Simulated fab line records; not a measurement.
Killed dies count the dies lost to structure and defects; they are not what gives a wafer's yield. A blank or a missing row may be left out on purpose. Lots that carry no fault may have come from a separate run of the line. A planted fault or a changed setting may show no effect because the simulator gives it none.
fab line records | flow nandHarc
record lots=7 wafers=19 lastDay=25
route steps=1159 shown A_STAIRCASE@716 END@1159
lots untouched by any fault: they come from a run of this same line in which no faults occurred
startH: hours from the record's first day to the start of the lot's first wafer shown | waitH: how many hours have passed since the lot's step before this one | " same as the row above | L1.1+2: one row covering several wafers at once | - no value present, or no start provided | * or withheld: withheld | < > ~ a bound
route shown NAME@n: names a module that has steps shown in the file, with the first one's number in the route | usual: mean/standard deviation of fault-free wafers | same: alike in all rows | chamber/n: place in a boat | sites: each site's reading | _std_site: the standard deviation of these | _edge_site: the outer-site mean with the inner-site mean subtracted | radiusMm: for every site, how far away it sits from the centre of the wafer | mask NAME#n: copy n | behind: the last tool/chamber to shape the wafer | hold: what put the lot on hold/how long, in hours/how the hold closed | device: the transistor (n, p or np) that didn't switch | end of line: the same wafers' tests at the end of the route | for a step that has no rows: nothing shown but its recipe | killed: the dies lost at the first sort to structure and to defects; this is not the yield of the wafer | map: a wafer's dies, marking killed ones x, the rest . and places with no die _
set.NAME: setting as actually run; set.NAME@STEP: the setting as run at that earlier step | model.NAME: the simulator's own value behind a step, which no gauge read
a table for each step, a row for each wafer; lots at some steps of the route
services: a tool's chamber out of use, with start hour (startH, from the record's first day; less than 0 if before it), hours out, and reason
## steps
# step NHARC_A_STAIRCASE_DEHYDRATE_433
# recipe tempC=150 timeS=120
# step NHARC_A_STAIRCASE_HMDS_434
# recipe timeS=30
# step NHARC_A_STAIRCASE_COAT_435
# recipe spinRpm=1200
# step NHARC_A_STAIRCASE_SOFTBAKE_436
# recipe tempC=135 timeS=170
# step NHARC_A_STAIRCASE_EBR_437
# step NHARC_A_STAIRCASE_EXPOSE_438
# recipe na=0.5 doseMj=28.97 maskId=STAIR_REV
# step NHARC_A_STAIRCASE_PEB_439
# recipe pebTempC=115 pebTimeS=130
# step NHARC_A_STAIRCASE_DEVELOP_440
# recipe timeS=140
# step NHARC_A_STAIRCASE_HARDBAKE_442
# recipe tempC=120 timeS=140
# step NHARC_A_STAIRCASE_DESCUM_443
# recipe timeS=3 o2FlowSccm=200 arFlowSccm=0 biasPowerW=0 chemistry=O2
# usual drypumpMotorCurrentA=5.7/0.46 oesProductAu=0.998/0.014 rfVppV=58.0/0.82 showerheadPlenumPTorr=1.96/0.076 throttleValvePct=11.312/0.0094
# same timeS=3
# columns lot.wafer tool chamber startH waitH drypumpMotorCurrentA oesProductAu rfHoursCounterH rfVppV showerheadPlenumPTorr throttleValvePct
L479.1 rieDiel-10 3 314.44 - 5.0 0.983 53 59.5 2.06 11.309
L479.4 " 0 " " 6.0 0.996 49 56.6 1.89 11.315
L479.6 " 0 " " 6.0 0.985 - 57.5 1.89 11.295
L482.1 rieDiel-09 1 327.10 - 5.8 0.993 24 57.9 1.93 11.293
L482.3 " 3 " " 5.1 1.000 21 58.9 2.01 11.310
L482.6 " 1 " " 5.8 0.991 - 56.8 1.93 11.313
L485.2 rieDiel-09 1 345.31 - 5.8 0.989 32 57.3 1.92 11.301
L485.4 " 3 " " 5.1 1.008 27 57.4 2.01 11.327
L485.6 " 2 " " 5.8 0.981 - 58.6 2.05 11.333
L496.2 rieDiel-10 1 395.83 - 5.8 1.018 11 58.4 1.93 11.326
L496.6 " 3 " " 5.0 0.996 - 58.6 2.05 11.323
L496.5 " 0 " " 6.1 1.007 - 57.4 1.88 11.310
L497.2 rieDiel-10 2 425.41 - 6.6 0.984 20 59.4 2.05 11.322
L497.4 " 1 " " 5.8 1.009 20 57.1 1.92 11.293
L498.6 rieDiel-10 0 425.52 - 6.1 0.999 - 58.6 1.88 11.299
L498.5 " 1 " " 5.7 1.013 - 58.7 1.92 11.293
L500.4 rieDiel-09 3 446.79 - 5.1 1.024 0 58.5 2.00 11.329
L500.1 " 0 " " 5.9 1.005 0 57.5 1.94 11.308
L500.3 " 1 " " 5.7 0.969 0 57.4 1.91 11.313
# step NHARC_A_STAIRCASE_ETCH_444
# recipe targetDepthA=1.02e+05 timeS=3400 c4f8FlowSccm=20 o2FlowSccm=10 arFlowSccm=withheld rfW=600 biasW=1000 chemistry=C4F8/O2
# usual oesProductAu=0.931/0.022 rfVppV=809/4.5 runLengthS=3421.4/0.51
# columns lot.wafer tool chamber startH waitH oesProductAu rfHoursCounterH rfVppV runLengthS
L479.1 rieDiel-10 2 314.76 0.3 0.919 47 815 3421.1
L479.4 " 0 " " 0.907 49 805 3420.6
L479.6 " 2 " " 0.910 - 815 3421.1
L482.3 rieDiel-09 0 327.18 0.1 0.911 23 808 3422.0
L482.1 " 2 " " 0.918 23 814 3421.2
L482.6 " 1 " " 0.919 - 808 3422.0
L485.2 rieDiel-09 2 345.41 0.1 0.917 29 814 3421.5
L485.4 " 0 " " 0.906 30 810 3422.3
L485.6 " 3 " " 0.933 - 813 3421.6
L496.2 rieDiel-10 1 396.61 0.8 0.987 12 808 3420.9
L496.6 " 2 " " 0.990 - 814 4884.5
L496.5 " 3 " " 0.967 - 813 3421.1
L497.4 rieDiel-10 1 426.02 0.6 0.962 20 808 4884.9
L497.2 " 2 " " 0.935 21 815 3421.0
L498.6 rieDiel-10 0 427.93 2.4 0.920 - 805 4883.7
L498.5 " 1 " " 0.930 - 806 3420.9
L500.3 rieDiel-09 2 447.16 0.3 0.928 1 815 3421.3
L500.4 " 3 " " 0.966 1 811 3422.0
L500.1 " 0 " " 0.945 1 808 3421.9
# step NHARC_END_SORT_01
# recipe tempC=25
# usual killedAtArray=30/10 killedAtOther=0.5/0.82 killedAtPeriphery=2.9/2 killedDies=34/11 killedOpen=3.2/1.8 killedShort=2.0/1.4
# same grossDies=677
# columns lot.wafer tool chamber startH waitH killedAtArray killedAtOther killedAtPeriphery killedDies killedOpen killedShort
L496.6 prober-01 0 554.83 4.0 670 1 6 677 4 0
L497.4 prober-01 0 568.74 3.4 672 0 5 677 1 4
L498.6 prober-01 0 578.19 4.0 673 1 3 677 6 2
# killed by level:class
L496.6 A_STAIRCASE:areaEtch=654 A_CHANNEL_HOLE_D1:chamberFilmFlake=5 P_ZERO_WELL:chamberFilmFlake=4 A_SGD_CUT:chamberFilmFlake=4 A_STAIRCASE:chamberFilmFlake=3 A_CHANNEL_FILL_D1:geometricParticle:open=2 P_GATE:geometricParticle:open=1 A_BLC:geometricParticle:open=1
L497.4 A_STAIRCASE:areaEtch=629 A_SLIT:chamberFilmFlake=21 A_CHANNEL_HOLE_D1:chamberFilmFlake=15 A_CONTACT:chamberFilmFlake=6 P_CONTACT:geometricParticle:short=1 P_M0:geometricParticle:open=1 P_M0:geometricParticle:short=1 P_M1:geometricParticle:short=1
L498.6 A_STAIRCASE:areaEtch=644 A_CHANNEL_HOLE_D1:chamberFilmFlake=14 A_CONTACT:chamberFilmFlake=4 A_CONTACT:geometricParticle:open=2 P_M2:chamberFilmFlake=2 A_M0:chamberFilmFlake=2 A_ONON_D1:geometricParticle:short=1 A_ONON_D1:geometricParticle:open=1
# map L496.6 (x killed, . not)
____________x____________
_________xxxxxxx_________
_______xxxxxxxxxxx_______
______xxxxxxxxxxxxx______
_____xxxxxxxxxxxxxxx_____
____xxxxxxxxxxxxxxxxx____
____xxxxxxxxxxxxxxxxx____
___xxxxxxxxxxxxxxxxxxx___
___xxxxxxxxxxxxxxxxxxx___
__xxxxxxxxxxxxxxxxxxxxx__
__xxxxxxxxxxxxxxxxxxxxx__
_xxxxxxxxxxxxxxxxxxxxxxx_
_xxxxxxxxxxxxxxxxxxxxxxx_
_xxxxxxxxxxxxxxxxxxxxxxx_
_xxxxxxxxxxxxxxxxxxxxxxx_
_xxxxxxxxxxxxxxxxxxxxxxx_
xxxxxxxxxxxxxxxxxxxxxxxxx
xxxxxxxxxxxxxxxxxxxxxxxxx
xxxxxxxxxxxxxxxxxxxxxxxxx
xxxxxxxxxxxxxxxxxxxxxxxxx
xxxxxxxxxxxxxxxxxxxxxxxxx
_xxxxxxxxxxxxxxxxxxxxxxx_
_xxxxxxxxxxxxxxxxxxxxxxx_
_xxxxxxxxxxxxxxxxxxxxxxx_
_xxxxxxxxxxxxxxxxxxxxxxx_
_xxxxxxxxxxxxxxxxxxxxxxx_
__xxxxxxxxxxxxxxxxxxxxx__
__xxxxxxxxxxxxxxxxxxxxx__
___xxxxxxxxxxxxxxxxxxx___
___xxxxxxxxxxxxxxxxxxx___
____xxxxxxxxxxxxxxxxx____
____xxxxxxxxxxxxxxxxx____
_____xxxxxxxxxxxxxxx_____
______xxxxxxxxxxxxx______
_______xxxxxxxxxxx_______
_________xxxxxxx_________
____________x____________
# map L497.4 (x killed, . not)
____________x____________
_________xxxxxxx_________
_______xxxxxxxxxxx_______
______xxxxxxxxxxxxx______
_____xxxxxxxxxxxxxxx_____
____xxxxxxxxxxxxxxxxx____
____xxxxxxxxxxxxxxxxx____
___xxxxxxxxxxxxxxxxxxx___
___xxxxxxxxxxxxxxxxxxx___
__xxxxxxxxxxxxxxxxxxxxx__
__xxxxxxxxxxxxxxxxxxxxx__
_xxxxxxxxxxxxxxxxxxxxxxx_
_xxxxxxxxxxxxxxxxxxxxxxx_
_xxxxxxxxxxxxxxxxxxxxxxx_
_xxxxxxxxxxxxxxxxxxxxxxx_
_xxxxxxxxxxxxxxxxxxxxxxx_
xxxxxxxxxxxxxxxxxxxxxxxxx
xxxxxxxxxxxxxxxxxxxxxxxxx
xxxxxxxxxxxxxxxxxxxxxxxxx
xxxxxxxxxxxxxxxxxxxxxxxxx
xxxxxxxxxxxxxxxxxxxxxxxxx
_xxxxxxxxxxxxxxxxxxxxxxx_
_xxxxxxxxxxxxxxxxxxxxxxx_
_xxxxxxxxxxxxxxxxxxxxxxx_
_xxxxxxxxxxxxxxxxxxxxxxx_
_xxxxxxxxxxxxxxxxxxxxxxx_
__xxxxxxxxxxxxxxxxxxxxx__
__xxxxxxxxxxxxxxxxxxxxx__
___xxxxxxxxxxxxxxxxxxx___
___xxxxxxxxxxxxxxxxxxx___
____xxxxxxxxxxxxxxxxx____
____xxxxxxxxxxxxxxxxx____
_____xxxxxxxxxxxxxxx_____
______xxxxxxxxxxxxx______
_______xxxxxxxxxxx_______
_________xxxxxxx_________
____________x____________
## services
# columns tool chamber startH hours kind
rieDiel-10 0 308.58 - clean
rieDiel-10 1 308.58 - clean
rieDiel-10 2 308.58 - clean
rieDiel-10 3 308.58 - clean
rieDiel-10 0 333.10 - clean
rieDiel-10 1 333.10 - clean
rieDiel-10 2 333.10 - clean
rieDiel-10 3 333.10 - clean
rieDiel-10 - 353.66 9.0 pm
rieDiel-10 0 353.66 9.0 ventCycle
rieDiel-10 1 353.66 9.0 ventCycle
rieDiel-10 2 353.66 9.0 ventCycle
rieDiel-10 3 353.66 9.0 ventCycle
rieDiel-10 0 362.66 - clean
rieDiel-10 1 362.66 - clean
rieDiel-10 2 362.66 - clean
rieDiel-10 3 362.66 - clean
rieDiel-10 3 362.66 - consumableReplace:focusRing
rieDiel-10 0 387.19 - clean
rieDiel-10 1 387.19 - clean
rieDiel-10 2 387.19 - clean
rieDiel-10 3 387.19 - clean
rieDiel-10 0 411.69 - clean
rieDiel-09 - 431.35 9.0 pm
## key
firstSign step=NHARC_A_STAIRCASE_ETCH_444 reading=runLengthS direction=up sigmas=99+ usual=* struck=*
effect step=NHARC_END_SORT_01 reading=killedAtArray direction=up sigmas=62 usual=30 struck=672
moreKillsBornAt NHARC_A_STAIRCASE_ETCH_444@rieDiel-10=1927
metAt NHARC_A_STAIRCASE_ETCH_444
struckWafers L496.6,L497.4,L498.6
laterRowsLeftOut L496.6,L497.4,L498.6
testerLeftOut L496,L497,L498
onsetBetween 314.76 396.61
fault kind=processParameterDrift tool=rieDiel-10 chamber=- onsetH=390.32 steps=NHARC_A_STAIRCASE_ETCH_444 channel=timeS offset=* shape=step endH=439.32 scope=struckWafersOnly actsIn=* stated=*
# testerLeftOut: of these lots the tester's yield and bins aren't shown, on N5 and GAA mostly nor the transistor test; their killed dies are dies lost to structure and defects alone, not to doping, threshold or leakage, so they don't give the yield
# laterRowsLeftOut: the simulator's readings of these wafers behind a module that went badly wrong aren't trusted and aren't shown, but for the sort
